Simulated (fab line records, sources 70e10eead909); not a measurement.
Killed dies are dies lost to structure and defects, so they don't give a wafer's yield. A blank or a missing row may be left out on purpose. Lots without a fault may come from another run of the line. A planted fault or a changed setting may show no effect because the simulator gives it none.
fab line records | flow nand_harc
record lots=11 wafers=33 last_day=24
route steps=1159 shown P_M2@335 END@1159
lots that met no fault: from a run of the same line without faults
start_h: hours from the record's first day to the start of the lot's first wafer shown | wait_h: hours since the lot's step before | " the same as in the row above | L1.1+2: a row that stands for several wafers | - no value, or no start given | * or withheld: withheld | < > ~ a bound
route shown NAME@n: a module of which the file shows steps, and the number in the route of the first | usual: mean/standard deviation of fault-free wafers | same: alike in all rows | chamber/n: place in a boat | sites: the reading at each site | _std_site: their standard deviation | _edge_site: outer sites' mean less inner sites' | radius_mm: how far each site lies from the wafer's centre | mask NAME#n: copy n | behind: the tool/chamber that last shaped the wafer | hold: why the lot was held/for how many hours/how that ended | device: the transistor (n, p or np) that didn't switch | end of line: the same wafers' tests at the end of the route | a step without rows: its recipe alone | killed: dies lost to structure and defects at the first sort, not the wafer's yield | map: a wafer's dies, x killed, . not, _ none there
set.NAME: the setting as run; set.NAME@STEP: as run at that earlier step | model.NAME: the simulator's own value behind a step, which no gauge read
steps of the route over a sample of lots; a table a step, a row a wafer
services: from which hour (start_h, from the record's first day; less than 0 if before it) a tool's chamber was out of use, for how many hours, and why
## steps
# step NHARC_P_M2_STRIP_18
# recipe power_w=1000 n2_flow_sccm=150 h2_flow_sccm=150 ar_flow_sccm=0 bias_w=0 chemistry=N2/H2
# usual drypump_motor_current_A=6.0/0.45 h2_flow_sccm=150.0/0.47 mfc_ar_sccm=0.005/0.0086 oes_product_au=0.998/0.0077 rf_vpp_V=91.2/0.86 showerhead_plenum_p_Torr=2.12/0.064 throttle_valve_pct=14.173/0.0091
# columns lot.wafer tool chamber start_h wait_h drypump_motor_current_A h2_flow_sccm mfc_ar_sccm oes_product_au rf_hours_counter_h rf_vpp_V showerhead_plenum_p_Torr throttle_valve_pct
L427.3 rie_diel-11 1 134.58 0.1 6.4 149.9 0 1.012 40 89.3 1.95 14.171
L427.1 " 0 " " 5.1 149.7 0.034 1.010 33 91.6 1.91 14.182
L427.6 " 1 " " 6.4 149.9 0 1.009 - 88.7 1.95 14.170
L428.2 rie_diel-06 0 135.49 0.1 5.8 149.7 0.012 0.998 2 91.2 2.16 14.173
L428.3 " 1 " " 6.6 149.9 0 0.996 2 90.9 2.16 14.153
L428.5 " 0 " " 5.8 149.7 0.012 1.004 - 91.8 2.16 14.165
L430.3 rie_diel-06 1 150.96 0.1 6.5 150.2 0 0.993 2 90.3 2.16 14.179
L430.5 " 1 " " 6.5 150.3 0 0.997 - 92.7 2.16 14.171
L430.6 " 2 " " 6.0 149.9 0 0.991 - 91.8 2.06 14.162
L431.3 rie_diel-06 1 157.01 0.1 6.6 150.6 0 1.004 3 91.2 2.16 14.168
L431.2 " 2 " " 6.1 150.4 0 0.997 3 89.7 2.06 14.166
L431.1 " 0 " " 5.8 150.5 0.012 1.017 3 91.7 2.16 14.181
L435.4 rie_diel-06 3 177.62 0.1 5.8 149.6 0 1.001 3 93.1 2.14 14.186
L435.2 " 0 " " 5.8 150.7 0.012 0.999 3 91.4 2.16 14.173
L435.3 " 2 " " 6.0 149.2 0 0.993 4 91.0 2.06 14.152
L439.3 rie_diel-06 1 210.07 0.1 6.5 149.6 0 1.005 5 91.4 2.16 14.181
L439.2 " 0 " " 5.8 149.9 0.012 1.005 5 92.3 2.16 14.174
L439.5 " 1 " " 6.6 149.4 0 0.996 - 91.8 2.16 14.168
L441.4 rie_diel-02 3 222.46 0.1 5.8 150.0 0.034 0.975 16 91.0 2.14 14.175
L441.3 " 2 " " 5.5 150.2 0 1.010 15 90.5 1.91 14.173
L441.5 " 0 " " 6.3 149.2 0 1.001 - 91.6 2.17 14.174
L446.3 rie_diel-06 2 235.45 0.1 6.0 149.8 0 1.000 6 91.7 2.06 14.171
L446.1 " 0 " " 5.8 150.3 0.012 0.992 6 90.7 2.16 14.166
L446.5 " 1 " " 6.6 149.4 0 0.997 - 91.2 2.16 14.167
L444.2 rie_diel-02 3 244.39 0.1 5.8 150.1 0.034 0.981 18 91.7 2.14 14.182
L444.1 " 1 " " 4.9 149.4 0 1.003 18 90.2 2.09 14.185
L444.6 " 0 " " 6.3 149.8 0 0.997 - 91.9 2.17 14.171
L448.1 rie_diel-06 0 253.85 0.1 5.8 150.3 0.012 1.000 0 91.5 2.15 14.170
L448.3 " 0 " " 5.8 150.5 0.012 1.002 - 92.0 2.16 14.196
L448.4 " 0 " " 5.8 150.5 0.012 0.995 - 91.4 2.16 14.190
L447.2 rie_diel-02 1 254.67 0.1 4.9 149.1 0 1.003 19 92.2 2.09 14.158
L447.3 " 2 " " 5.5 149.8 0 1.011 18 90.5 1.91 14.173
L447.4 " 3 " " 5.8 148.9 0.034 1.001 20 90.3 2.14 14.183
# step NHARC_P_M2_ETCH_28
# recipe target_depth_a=300 over_etch_frac=0.3 time_s=72.99 ion_energy_ev=150 cf4_flow_sccm=50 n2_flow_sccm=100 ar_flow_sccm=150 rf_w=300 bias_w=100 chemistry=CF4/N2
# usual drypump_motor_current_A=6.0/0.45 mfc_ar_sccm=150.0/0.4 oes_product_au=0.998/0.0073 rf_vpp_V=315.6/1.7 showerhead_plenum_p_Torr=2.71/0.091 throttle_valve_pct=19.794/0.0092
# columns lot.wafer tool chamber start_h wait_h drypump_motor_current_A mfc_ar_sccm oes_product_au rf_hours_counter_h rf_vpp_V showerhead_plenum_p_Torr throttle_valve_pct
L427.1 rie_diel-11 2 - - 4.8 150.1 1.008 41 315.6 2.77 19.788
L427.3 " 3 " " 5.9 150.1 1.015 41 318.1 2.82 19.795
L427.6 " 1 " " 6.4 149.9 1.007 - 313.1 2.52 19.782
L428.3 rie_diel-06 2 - - 6.0 149.9 1.004 2 314.9 2.65 19.795
L428.2 " 0 " " 5.8 149.9 0.994 2 316.3 2.77 19.795
L428.5 " 3 " " 5.9 150.5 1.003 - 317.7 2.74 19.806
L430.3 rie_diel-06 1 - - 6.6 150.8 1.001 3 316.4 2.77 19.809
L430.6 " 1 " " 6.6 150.3 1.003 - 316.9 2.77 19.785
L430.5 " 2 " " 6.1 150.2 0.998 - 313.5 2.65 19.789
L431.3 rie_diel-06 0 - - 5.8 149.8 1.007 3 315.9 2.76 19.790
L431.1 " 1 " " 6.6 149.8 1.008 3 317.1 2.77 19.788
L431.2 " 2 " " 6.1 149.8 0.990 3 314.3 2.65 19.803
L435.2 rie_diel-06 0 - - 5.8 149.6 0.999 3 315.9 2.76 19.799
L435.4 " 1 " " 6.5 150.3 0.998 4 314.7 2.77 19.793
L435.3 " 2 " " 6.0 150.0 0.999 4 315.6 2.65 19.781
L439.3 rie_diel-06 0 - - 5.8 150.2 0.992 5 315.3 2.76 19.797
L439.2 " 1 " " 6.5 150.1 0.997 5 317.5 2.77 19.795
L439.5 " 0 " " 5.8 150.4 0.995 - 316.6 2.76 19.804
L441.3 rie_diel-02 2 - - 5.5 150.1 1.014 15 312.2 2.47 19.799
L441.4 " 0 " " 6.3 149.6 1.004 16 317.7 2.78 19.801
L441.5 " 2 " " 5.5 150.2 1.013 - 311.0 2.47 19.801
L446.1 rie_diel-06 2 - - 6.0 149.9 0.997 6 314.3 2.65 19.795
L446.3 " 1 " " 6.6 149.9 0.994 7 314.7 2.77 19.781
L446.5 " 1 " " 6.6 149.2 0.999 - 315.8 2.77 19.787
L444.2 rie_diel-02 1 - - 4.9 150.2 0.995 18 315.0 2.68 19.805
L444.1 " 3 " " 5.8 148.6 0.991 18 317.3 2.74 19.805
L444.6 " 2 " " 5.5 149.6 1.009 - 312.1 2.47 19.810
L448.1 rie_diel-06 0 254.55 0.6 5.8 150.3 0.997 0 316.2 2.76 19.800
L448.3 " 0 " " 5.8 150.1 0.990 - 316.4 2.76 19.780
L448.4 " 0 " " 5.8 150.5 0.995 - 314.7 2.76 19.792
L447.2 rie_diel-02 2 - - 5.5 150.1 1.004 18 313.2 2.47 19.784
L447.3 " 3 " " 5.8 150.0 0.992 20 315.6 2.74 19.815
L447.4 " 0 " " 6.3 150.1 1.010 21 316.1 2.78 19.807
# step NHARC_P_M2_ECD_22
# recipe target_thk_a=4000 bath_temp_c=25 material=Cu
# columns lot.wafer tool chamber start_h wait_h
L427.1+3+6 ecd_cu-02 1,0,1 135.58 -
L428.2+3+5 ecd_cu-02 0 136.53 -
L430.3+6+5 ecd_cu-02 0,0,1 152.16 -
L430.3+6+5 ecd_cu-02 0,0,1 152.70 -
L431.2+1+3 ecd_cu-01 0,1,1 158.20 -
L435.2+4+3 ecd_cu-02 1,1,0 178.64 -
L439.2+3+5 ecd_cu-01 1,0,1 211.22 -
L439.2+3+5 ecd_cu-01 1,0,1 211.76 0.5
L441.4+3+5 ecd_cu-02 0,1,0 223.56 -
L446.1+3+5 ecd_cu-02 1 236.60 -
L444.2+1+6 ecd_cu-01 0,1,1 245.40 -
L448.1+3+4 ecd_cu-02 1,0,1 255.48 -
L447.2+4+3 ecd_cu-02 0,0,1 255.79 -
# step NHARC_P_M2_ANNEAL_31
# recipe temp_c=225 time_s=90
# usual wafer_temp_C_max=226.3/0.41
# columns lot.wafer tool chamber start_h wait_h wafer_temp_C_max
L427.1 rtp_anneal-01 0 135.96 - 225.9
L427.3 " 0 " " 225.8
L427.6 " 0 " " 226.0
L428.2 rtp_anneal-01 0 136.91 0.3 225.9
L428.3 " 0 " " 226.2
L428.5 " 0 " " 226.0
L430.3 rtp_anneal-01 0 153.52 - 226.0
L430.5 " 0 " " 225.8
L430.6 " 0 " " 225.9
L431.1 rtp_anneal-01 0 158.65 - 226.0
L431.2 " 0 " " 226.2
L431.3 " 0 " " 226.1
L435.2 rtp_anneal-02 0 179.07 - 227.2
L435.3 " 0 " " 226.1
L435.4 " 0 " " 226.4
L439.2 rtp_anneal-02 0 212.19 0.4 226.9
L439.3 " 0 " " 226.5
L439.5 " 0 " " 227.0
L441.3 rtp_anneal-02 0 223.97 0.3 226.8
L441.4 " 0 " " 227.2
L441.5 " 0 " " 226.5
L446.1 rtp_anneal-02 0 237.07 0.4 226.3
L446.3 " 0 " " 227.0
L446.5 " 0 " " 226.5
L444.1 rtp_anneal-02 0 245.78 0.3 226.3
L444.2 " 0 " " 226.7
L444.6 " 0 " " 226.4
L448.1 rtp_anneal-01 0 255.81 - 225.9
L448.3 " 0 " " 226.2
L448.4 " 0 " " 226.2
L447.2 rtp_anneal-02 0 256.28 - 226.7
L447.3 " 0 " " 226.2
L447.4 " 0 " " 226.5
# step NHARC_P_M2_CMP_23
# recipe t_overpolish_s=20 target_thk_nm=144.3
# usual motor_current_A=12.2/1.1 time_to_endpoint_s=29.1/2.4
# columns lot.wafer tool chamber start_h wait_h motor_current_A time_to_endpoint_s
L427.1 cmp-03 0 136.33 - 11.2 30.0
L427.3 " 1 " " 11.5 30.0
L427.6 " 0 " " 11.7 33.4
L428.2 cmp-02 2 137.23 - 11.1 31.9
L428.3 " 0 " " 13.4 31.2
L428.5 " 2 " " 12.7 34.3
L430.3 cmp-04 1 153.85 - 11.1 55.1
L430.6 " 2 " " 14.5 58.9
L430.5 " 3 " " 11.4 58.8
L431.1 cmp-02 3 159.03 - 11.8 32.8
L431.3 " 0 " " 12.3 28.6
L431.2 " 1 " " 11.8 29.4
L435.2 cmp-04 2 179.39 - 13.8 30.2
L435.4 " 3 " " 10.5 29.0
L435.3 " 0 " " 12.5 27.1
L439.2 cmp-04 3 212.52 - 10.9 57.3
L439.3 " 0 " " 13.0 57.8
L439.5 " 2 " " 13.9 60.1
L441.4 cmp-02 3 224.27 - 12.2 31.9
L441.3 " 0 " " 13.4 28.7
L441.5 " 1 " " 12.1 29.8
L446.1 cmp-04 3 237.42 - 10.6 26.7
L446.3 " 0 " " 13.0 26.9
L446.5 " 3 " " 10.5 26.4
L444.1 cmp-03 2 246.12 - 13.2 27.3
L444.2 " 0 " " 10.5 30.6
L444.6 " 2 " " 13.6 26.9
L448.3 cmp-02 1 256.15 - 11.4 30.7
L448.1 " 3 " " 12.3 31.5
L448.4 " 0 " " 13.6 31.8
L447.3 cmp-02 2 256.57 - 11.8 29.4
L447.2 " 0 " " 13.4 30.4
L447.4 " 1 " " 11.7 31.5
# step NHARC_END_SORT_01
# recipe temp_c=25
# usual defect_limited_yield=95.1/1.6 killed_at_array=29/11 killed_at_other=0.6/0.92 killed_at_periphery=3.2/2 killed_dies=33/11 killed_open=3.2/2 killed_short=1.9/1.5 sort_bin_2_pct=1.6/0.67 sort_bin_3_pct=0.26/0.22 sort_bin_4_pct=3.1/1.1 sort_n_pass=644/11 sort_rim_yield_pct=96.3/2.5 sort_yield_pct=95.1/1.6
# same gross_dies=677 sort_bin_5_pct[%]=0 sort_bin_6_pct[%]=0 sort_bin_7_pct[%]=0 sort_bin_8_pct[%]=0 sort_rim_n_gross=106.00
# columns lot.wafer tool chamber start_h wait_h defect_limited_yield[%] killed_at_array killed_at_other killed_at_periphery killed_dies killed_open killed_short sort_bin_2_pct[%] sort_bin_3_pct[%] sort_bin_4_pct[%] sort_n_pass sort_rim_yield_pct[%] sort_yield_pct[%]
L435.2 prober-02 0 493.71 2.8 97.0 17 0 3 20 2 4 0.7 0.30 1.9 657 97.2 97.0
L435.3 prober-02 0 494.51 3.1 96.6 21 1 1 23 4 3 0.7 0.59 2.1 654 98.1 96.6
L435.4 prober-02 0 495.32 3.4 98.1 9 0 4 13 0 3 1.2 0 0.7 664 97.2 98.1
L439.2 prober-01 0 511.62 2.8 92.5 45 0 6 51 4 1 2.7 0.30 4.6 626 93.4 92.5
L439.3 prober-01 0 512.40 3.1 93.1 45 0 2 47 2 3 2.8 0.30 3.8 630 97.2 93.1
L439.5 prober-01 0 513.97 3.6 94.7 35 0 1 36 7 1 1.3 0.30 3.7 641 97.2 94.7
L441.3 prober-02 0 521.04 3.1 93.4 42 0 3 45 1 1 2.2 0.59 3.8 632 97.2 93.4
L441.4 prober-02 0 521.84 3.4 93.5 40 0 4 44 5 3 2.7 0 3.8 633 93.4 93.5
L441.5 prober-02 0 522.63 3.7 92.2 49 0 4 53 5 4 1.8 0.44 5.6 624 94.3 92.2
L447.2 prober-01 0 572.34 2.8 97.2 18 0 1 19 3 0 0.9 0.30 1.6 658 97.2 97.2
L447.3 prober-01 0 573.14 3.1 95.3 29 0 3 32 2 2 0.7 0.74 3.2 645 99.1 95.3
L447.4 prober-01 0 573.93 3.4 95.3 28 0 4 32 6 2 1.6 0.15 3.0 645 95.3 95.3
# killed by level:class
L435.2 A_STAIRCASE:chamber_film_flake=7 A_CHANNEL_FILL_D1:geometric_particle:short=2 P_BONDPAD:chamber_film_flake=2 A_CONTACT:chamber_film_flake=2 A_CHANNEL_HOLE_D1:chamber_film_flake=2 P_ZERO_WELL:geometric_particle:short=1 A_STAIRCASE:geometric_particle:open=1 A_CONTACT:geometric_particle:open=1
L435.3 A_CHANNEL_HOLE_D1:chamber_film_flake=7 A_STAIRCASE:chamber_film_flake=4 A_CONTACT:geometric_particle:open=3 A_ZERO_WELL:chamber_film_flake=3 A_CHANNEL_FILL_D1:geometric_particle:open=1 A_CHANNEL_FILL_D1:geometric_particle:short=1 A_SGD_CUT:geometric_particle:short=1 A_CONTACT:geometric_particle:short=1
L435.4 A_CHANNEL_HOLE_D1:chamber_film_flake=2 A_STAIRCASE:chamber_film_flake=2 A_CONTACT:chamber_film_flake=2 P_STI:geometric_particle:short=1 P_CONTACT:geometric_particle:short=1 A_WL_FILL:geometric_particle:short=1 P_ZERO_WELL:chamber_film_flake=1 P_BONDPAD:chamber_film_flake=1
L439.2 A_CHANNEL_HOLE_D1:chamber_film_flake=22 A_SLIT:chamber_film_flake=9 A_CONTACT:chamber_film_flake=8 P_ZERO_WELL:chamber_film_flake=4 A_CHANNEL_FILL_D1:geometric_particle:open=2 P_STI:geometric_particle:open=1 A_CHANNEL_HOLE_D1:geometric_particle:short=1 A_CONTACT:geometric_particle:open=1
L439.3 A_SLIT:chamber_film_flake=17 A_CHANNEL_HOLE_D1:chamber_film_flake=15 A_STAIRCASE:chamber_film_flake=3 A_CONTACT:chamber_film_flake=3 A_ONON_D1:geometric_particle:short=1 A_CHANNEL_HOLE_D1:geometric_particle:short=1 A_CHANNEL_FILL_D1:geometric_particle:open=1 A_WL_FILL:geometric_particle:short=1
L439.5 A_CHANNEL_HOLE_D1:chamber_film_flake=16 A_SLIT:chamber_film_flake=11 A_CONTACT:geometric_particle:open=3 P_M0:geometric_particle:open=1 A_ONON_D1:geometric_particle:open=1 A_CHANNEL_HOLE_D1:geometric_particle:open=1 A_CHANNEL_FILL_D1:geometric_particle:open=1 A_WL_FILL:geometric_particle:short=1
L441.3 A_CHANNEL_HOLE_D1:chamber_film_flake=26 A_SLIT:chamber_film_flake=12 P_CONTACT:geometric_particle:open=1 A_WL_FILL:geometric_particle:short=1 P_ZERO_WELL:chamber_film_flake=1 P_GATE:chamber_film_flake=1 A_CHANNEL_FILL_D1:chamber_film_flake=1 A_STAIRCASE:chamber_film_flake=1
L441.4 A_CHANNEL_HOLE_D1:chamber_film_flake=19 A_SLIT:chamber_film_flake=8 A_CONTACT:chamber_film_flake=5 A_BLC:geometric_particle:open=2 A_M0:geometric_particle:short=2 A_CHANNEL_FILL_D1:chamber_film_flake=2 P_CONTACT:geometric_particle:short=1 P_M1:geometric_particle:open=1
L441.5 A_CHANNEL_HOLE_D1:chamber_film_flake=23 A_SLIT:chamber_film_flake=12 A_CONTACT:chamber_film_flake=3 A_CONTACT:geometric_particle:short=2 A_BLC:geometric_particle:open=2 P_STI:chamber_film_flake=2 A_STAIRCASE:chamber_film_flake=2 P_STI:geometric_particle:open=1
L447.2 A_CONTACT:chamber_film_flake=5 A_CHANNEL_HOLE_D1:chamber_film_flake=4 A_STAIRCASE:chamber_film_flake=3 A_CHANNEL_FILL_D1:chamber_film_flake=2 A_WL_FILL:geometric_particle:open=1 A_CONTACT:geometric_particle:open=1 A_BLC:geometric_particle:open=1 P_GATE:chamber_film_flake=1
L447.3 A_CHANNEL_HOLE_D1:chamber_film_flake=8 A_CONTACT:chamber_film_flake=8 A_STAIRCASE:chamber_film_flake=6 P_STI:chamber_film_flake=2 A_SLIT:chamber_film_flake=2 P_M1:geometric_particle:short=1 A_WL_FILL:geometric_particle:short=1 A_CONTACT:geometric_particle:open=1
L447.4 A_CONTACT:chamber_film_flake=12 A_STAIRCASE:chamber_film_flake=5 A_CHANNEL_HOLE_D1:chamber_film_flake=3 A_CONTACT:geometric_particle:open=2 A_BLC:chamber_film_flake=2 P_M0:geometric_particle:open=1 P_M1:geometric_particle:open=1 P_M2:geometric_particle:open=1
## services
# columns tool chamber start_h hours kind
cmp-02 - 120.78 0.9 repair
rie_diel-06 0 122.20 - clean
cmp-02 - 128.62 4.0 pm
cmp-04 - 138.91 1.7 repair
cmp-03 - 144.40 4.6 repair
cmp-04 - 145.19 0.2 repair
rie_diel-02 - 150.70 9.0 pm
rie_diel-06 3 150.80 12.5 repair
cmp-03 - 156.00 4.0 pm
rie_diel-06 0 157.91 4.4 repair
ecd_cu-02 - 180.00 8.0 pm
cmp-02 - 180.92 0.7 repair
cmp-03 - 188.12 2.5 repair
rie_diel-11 - 189.82 9.0 pm
cmp-04 - 203.00 4.0 pm
rie_diel-06 2 203.96 7.2 repair
rie_diel-11 2 216.06 3.2 repair
cmp-02 - 217.90 1.2 repair
cmp-04 - 222.47 5.2 repair
cmp-02 - 226.62 4.0 pm
rie_diel-06 3 232.60 25.1 repair
rie_diel-06 - 241.20 9.0 pm
cmp-03 - 244.09 1.8 repair
cmp-03 - 254.00 4.0 pm
## key
first_sign step=NHARC_P_M2_ECD_22 reading=visit direction=added
effect step=NHARC_P_M2_CMP_23 reading=time_to_endpoint_s direction=up sigmas=12 usual=* struck=*
met_at NHARC_P_M2_ECD_22
struck_lots L430,L439
not_acting_at NHARC_P_M2_STRIP_18,NHARC_P_M2_ETCH_28,NHARC_P_M2_ANNEAL_31
fault kind=repeated_step_whole tool=ecd_cu-01,ecd_cu-02 chamber=- onset_h=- steps=NHARC_P_M2_ECD_22 times=1 scope=struck_lots_only
